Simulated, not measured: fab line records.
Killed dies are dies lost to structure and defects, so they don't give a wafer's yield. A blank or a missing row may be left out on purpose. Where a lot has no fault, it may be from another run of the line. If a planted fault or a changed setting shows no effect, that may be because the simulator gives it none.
Struck lot and sound lot, side by side -- flow n5-finfet -- 17 steps out of a route of 1938
Sound: the wafers L444.2, L444.3, L444.5. Struck: wafers L445.3, L445.4, L445.6. Last of all comes the cause.
For every step that has rows: the tool of each side, followed by ch and its chambers, followed by its first start. Under that, the readings that differ: sound wafers -- struck wafers -- difference of the means -- sigmas: that difference in standard deviations of wafers without a fault.
alike: same words and numbers on both sides, and readings whose means sit less than 2 such deviations apart. not compared: any withheld reading, any reading some wafer has no value for, any bound like >300 that may hide the same value, and any number with overlapping values for which the record gives no deviation.
The two part at a step that has a row with sigmas, a row that says differs or no value, or rows on one side only. Non-overlapping numbers with no deviation appear without sigmas and do not part them. Lack of a reading on every wafer of one side parts them only where that side has two or more wafers.

first, 9 steps without rows for these wafers: N5_FIN_CUT_PEB_06 (peb time 60 s); N5_FIN_CUT_DEVELOP_07 (develop time 30 s); N5_FIN_CUT_DESCUM_13 (chemistry O2, time 7 s); N5_FIN_CUT_ETCH_30 (etches underlayer in N2/H2, target depth 13 nm, time 10.4 s); N5_FIN_CUT_ETCH_20 (etches SiARC in CF4, target depth 26 nm, time 43.3 s); N5_FIN_CUT_ETCH_21 (etches SOC in N2/H2, target depth 219 nm, overetch 43.8 nm, time 523.5 s); N5_FIN_CUT_STRIP_23 (strips in N2/H2); N5_FIN_CUT_STRIP_31 (strips in N2/H2); N5_FIN_CUT_STRIP_24 (strips in CF4).
N5_FIN_CUT_CUT_ETCH_26: etches SiNx in CH3F/O2, target depth 39 nm, time 55.7 s.
  sound on rie-diel-04 ch 1,2,3, day 4 04:49; struck on rie-diel-05 ch 0,3, day 4 11:58
  no value came back on the struck wafers for any of 7 readings (CH3F_flow_sccm (sccm), O2_flow_sccm (sccm) and others); on the sound wafers CH3F_flow_sccm (sccm) reads 29.99 29.93 30.04
reading,sound,struck,difference,sigmas
model.SOC_of_FIN_CUT_COAT_18.thk-nm (nm),211.2 211.6 211.8,230.4 230.6 230.8,+19.1,
  not compared: rf-hours-counter-h
then, 3 steps without rows for these wafers: N5_FIN_CUT_CUT_ETCH_27 (etches SiO2 in CHF3/O2, target depth 4 nm, overetch 2 nm, time 4.9 s); N5_FIN_CUT_PRECLEAN_35 (cleans in vHF, time 13.3 s); N5_FIN_CUT_CUT_ETCH_15 (etches Si in HBr/Cl2/O2, target depth 100 nm, bt time 10 s, time 42.4 s).
N5_FIN_CUT_CUT_ETCH_28: etches Si in HBr/Cl2/O2, target depth 6 nm, time 2.4 s.
  sound on rie-si-01 ch 0,2,3, day 4 05:04; struck on rie-si-06 ch 0,2,3, day 4 13:07
reading,sound,struck,difference,sigmas
model.SOC_of_FIN_CUT_COAT_18.thk-nm (nm),167.4 169 168.4,187.6 186.6 188,+19.1,
  alike: HBr_flow_sccm, O2_flow_sccm, drypump-motor-current-A, he-backside-leak-sccm, oes-product-au, throttle-valve-pct
  not compared: rf-hours-counter-h
then, 1 step without rows for these wafers: N5_FIN_CUT_STRIP_22 (strips in N2/H2).
N5_BEOL_M4_RC_MEAS_101:
  the record has rows for the sound wafers here (prober-02 ch 0, day 10 03:14) and none for the struck ones
-- the record jumps here: 10 days lie between the struck wafers' starts before and after (it left off in module BEOL_M4 and takes up again in module PASSIVATION, whose first step shown is number 1936 of the route) --
N5_PASSIVATION_PROBE_49:
  rows exist in the record for the struck wafers here (prober-02, day 14 11:43), but not for the sound ones

WHERE THEY PART
Earliest at N5_FIN_CUT_CUT_ETCH_26; latest, in this record, at N5_PASSIVATION_PROBE_49.

WHY: what had been put in by the simulator
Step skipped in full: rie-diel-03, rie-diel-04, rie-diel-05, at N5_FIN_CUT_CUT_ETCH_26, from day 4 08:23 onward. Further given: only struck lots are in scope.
